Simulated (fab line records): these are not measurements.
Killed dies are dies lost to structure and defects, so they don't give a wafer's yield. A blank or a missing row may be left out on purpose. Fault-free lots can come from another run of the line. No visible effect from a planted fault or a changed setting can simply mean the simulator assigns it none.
Struck lot and sound lot, side by side || flow nand harc || 15 out of 1302 route steps
Sound: wafers L118.2, L118.4, L118.5. Struck: wafers L122.3, L122.6. (L122.1 of the same lot was not struck and is left out.) The cause comes at the end.
At each step with rows: each side's tool, then ch and its chambers, then its first start. Under that, the readings that differ: sound wafers || struck wafers || difference of the means || sigmas: that difference in standard deviations of wafers without a fault.
alike: same words and numbers on both sides, and readings whose means sit less than 2 such deviations apart. not compared: any withheld reading, any reading some wafer has no value for, any bound like >300 that may hide the same value, and any number with overlapping values for which the record gives no deviation.
Wherever a step has rows on one side only, a row that says differs or no value, or a row with sigmas, the two part there. Numbers that don't overlap but have no deviation are shown without sigmas and don't part them. Lack of a reading on every wafer of one side parts them only where that side has two or more wafers.

first, 2 steps without rows for these wafers: NHARC_A_DECK1_JOINT_ANNEAL_28 (time 1800 s); NHARC_A_DECK1_JOINT_ANNEAL_29 (time 1800 s).
NHARC_A_DECK1_JOINT_CMP_02: polishes SiOx.
  sound on cmp-02 ch 0,1, day 16 19:15; struck on cmp-03 ch 3, day 18 06:29
  alike: motor current A
then, 1 step without rows for these wafers: NHARC_A_DECK1_JOINT_SRD_15.
NHARC_A_DECK1_JOINT_DEP_16: deposits SiO2, target thk 45 nm.
  sound on pecvd-01 ch 0,1, day 16 19:43; struck on pecvd-01 ch 0, day 18 06:53
  alike: heater power w, mfc precursor sccm, rf fwd power W, susceptor temp C, throttle valve pct
NHARC_A_DECK1_JOINT_THK_MEAS_17: measures by ellipsometry.
  struck on film metro-01, day 18 07:10; sound on film metro-01, day 16 20:00
  alike: thk nm
NHARC_A_DECK1_JOINT_INSPECT_05:
  struck on defect inspect-01, day 18 07:11; sound on defect inspect-02, day 16 20:02
  alike: raw defect count
next comes 1 step that has no rows for these wafers: NHARC_A_ONON_D2_DEP_00 (target thickness 1000 nm).
NHARC_A_ONON_D2_THK_MEAS_02: measures by ellipsometry.
  struck on film metro-01, day 18 07:46; sound on film metro-01, day 16 20:37
  alike: thk nm
next comes 1 step that has no rows for these wafers: NHARC_A_ONON_D2_DEP_03 (target thickness 1000 nm).
NHARC_A_ONON_D2_THK_MEAS_05: measures by ellipsometry.
  struck on film metro-01, day 18 08:20; sound on film metro-01, day 16 21:10
  alike: thk nm
NHARC_A_ONON_D2_DEP_06: target thk 1000 nm.
  sound on pecvd onon-04 ch 0, day 16 21:17; struck on pecvd onon-04 ch 0, day 18 08:23
  alike: n2o flow sccm, nh3 flow sccm, susceptor temp C
NHARC_A_ONON_D2_THK_MEAS_08: measures by ellipsometry.
  struck on film metro-01, day 18 08:55; sound on film metro-01, day 16 21:44
{"reading": "thk nm (nm)", "sound": "1015 1015 1015", "struck": "503 501", "difference": -513, "sigmas": -58}
next comes 1 step that has no rows for these wafers: NHARC_A_ONON_D2_DEP_09 (target thickness 1000 nm).
-- record jumps: 12 days between struck wafers' starts before vs after; left off in module A_ONON_D2, resumes in module END, first step shown is number 1302 of the route --
NHARC_END_SORT_01:
  here the record holds rows for the struck wafers (prober-02 ch 0, day 30 10:34) but none for the sound ones

WHERE THEY PART
Earliest at NHARC_A_ONON_D2_THK_MEAS_08; latest, in this record, at NHARC_END_SORT_01.

WHY: what the simulator had put in
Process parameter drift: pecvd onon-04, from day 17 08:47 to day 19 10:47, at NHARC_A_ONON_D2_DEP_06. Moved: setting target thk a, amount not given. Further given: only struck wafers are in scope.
